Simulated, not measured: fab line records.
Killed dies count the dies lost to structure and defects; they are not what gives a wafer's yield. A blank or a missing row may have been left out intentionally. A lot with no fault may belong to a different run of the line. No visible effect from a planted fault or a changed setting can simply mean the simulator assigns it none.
Matching of chambers + flow n5Finfet + aldMetal-01 running N5_BEOL_M3_ALD_84: 4 sister chambers
The step deposits TaN, pulse time 2 s, purge time 3 s, co reactant purge time 2 s. 8 wafers are shown with their chamber, then 8 later ones without.

## WAFERS PAIRED WITH THEIR CHAMBERS
| wafer  | chamber | heaterPowerOuterW (W) | heaterPowerW (W) |
|--------|---------|-----------------------|------------------|
| L077.6 | 2       | 243                   | 455              |
| L081.2 | 1       | 239                   | 432              |
| L080.2 | 0       | 264                   | 453              |
| L080.4 | 1       | 240                   | 429              |
| L087.1 | 2       | 245                   | 435              |
| L087.3 | 0       | 268                   | 469              |
| L087.4 | 3       | 214                   | 392              |
| L088.1 | 3       | 212                   | 389              |

## WAFERS WHOSE CHAMBER IS MISSING
| wafer  | heaterPowerOuterW (W) | heaterPowerW (W) |
|--------|-----------------------|------------------|
| L088.4 | 276                   | 455              |
| L088.5 | 261                   | 470              |
| L093.1 | 219                   | 391              |
| L093.2 | 245                   | 427              |
| L093.4 | 246                   | 451              |
| L095.2 | 244                   | 432              |
| L095.3 | 273                   | 463              |
| L095.4 | 213                   | 388              |

## WHICH CHAMBER EACH ONE RAN IN
| wafer  | from the rows above     | in truth |
|--------|-------------------------|----------|
| L088.4 | 0                       | 0        |
| L088.5 | 0                       | 0        |
| L093.1 | 3                       | 3        |
| L093.2 | can't be placed: 2 or 1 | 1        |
| L093.4 | 2                       | 2        |
| L095.2 | can't be placed: 2 or 1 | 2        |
| L095.3 | 0                       | 0        |
| L095.4 | 3                       | 3        |
Correct placement for 6 of the 8. Unplaceable from these rows: 2, with the true chamber sitting among the candidates in 2. Wrongly placed: 0.
How it was worked out, from the rows above alone: a wafer's distance from a chamber is the root of the sum, over the readings, of the square of ((its reading less the chamber's mean) divided by the reading's scatter). The wafer belongs to the nearest chamber; if the next one is less than 2 further off, it can't be placed. Each chamber's mean is taken over the wafers shown for it. The scatter is the square root of a quotient: the sum, over the shown wafers, of each reading's squared deviation from its chamber's mean, divided by wafers minus chambers.
